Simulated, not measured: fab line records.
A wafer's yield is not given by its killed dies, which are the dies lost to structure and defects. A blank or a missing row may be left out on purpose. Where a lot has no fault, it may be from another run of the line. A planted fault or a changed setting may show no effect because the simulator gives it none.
Matching of chambers	flow nand-harc	NHARC_A_BONDPAD_CMP_29 on cmp-01: 4 sister chambers
The step polishes SiCN, target thk 200 nm. 8 wafers are shown with their chamber, then 8 later ones without.

WAFERS PAIRED WITH THEIR CHAMBERS
wafer	chamber	motor-current-A (A)	edge-zone-pressure-frac
L858.2	2	11.2	0.994
L856.1	3	13.1	0.997
L856.3	2	11.7	0.998
L856.4	0	12.6	0.995
L860.1	1	10.6	1.000
L860.4	0	12.2	0.994
L860.5	1	10.1	1.000
L872.1	3	13.2	1.003

WAFERS WITHOUT THEIR CHAMBER
wafer	motor-current-A (A)	edge-zone-pressure-frac
L872.3	12.0	1.000
L872.6	11.4	0.998
L877.1	11.4	0.999
L877.2	12.6	0.998
L877.6	10.6	0.997
L879.2	12.9	1.006
L879.5	12.0	1.006
L879.6	11.2	1.001

EACH ONE'S CHAMBER
wafer	from the rows above	in truth
L872.3	can't be placed: 2 or 0 or 3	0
L872.6	2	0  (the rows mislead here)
L877.1	2	2
L877.2	can't be placed: 0 or 3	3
L877.6	can't be placed: 1 or 2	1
L879.2	3	3
L879.5	can't be placed: 2 or 3 or 0 or 1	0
L879.6	can't be placed: 2 or 1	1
2 of 8 placed correctly. Unplaceable from these rows: 5, with the true chamber sitting among the candidates in 5. Wrongly placed: 1.
How it was worked out, from the rows above alone: a wafer's distance from a chamber is the root of the sum, over the readings, of the square of ((its reading less the chamber's mean) divided by the reading's scatter). The wafer belongs to the nearest chamber; if the next one is less than 2 further off, it can't be placed. A chamber's mean is the mean of its shown wafers. The scatter: the root of (the sum of the squares of (reading less its chamber's mean) over the shown wafers, divided by (wafers less chambers)).
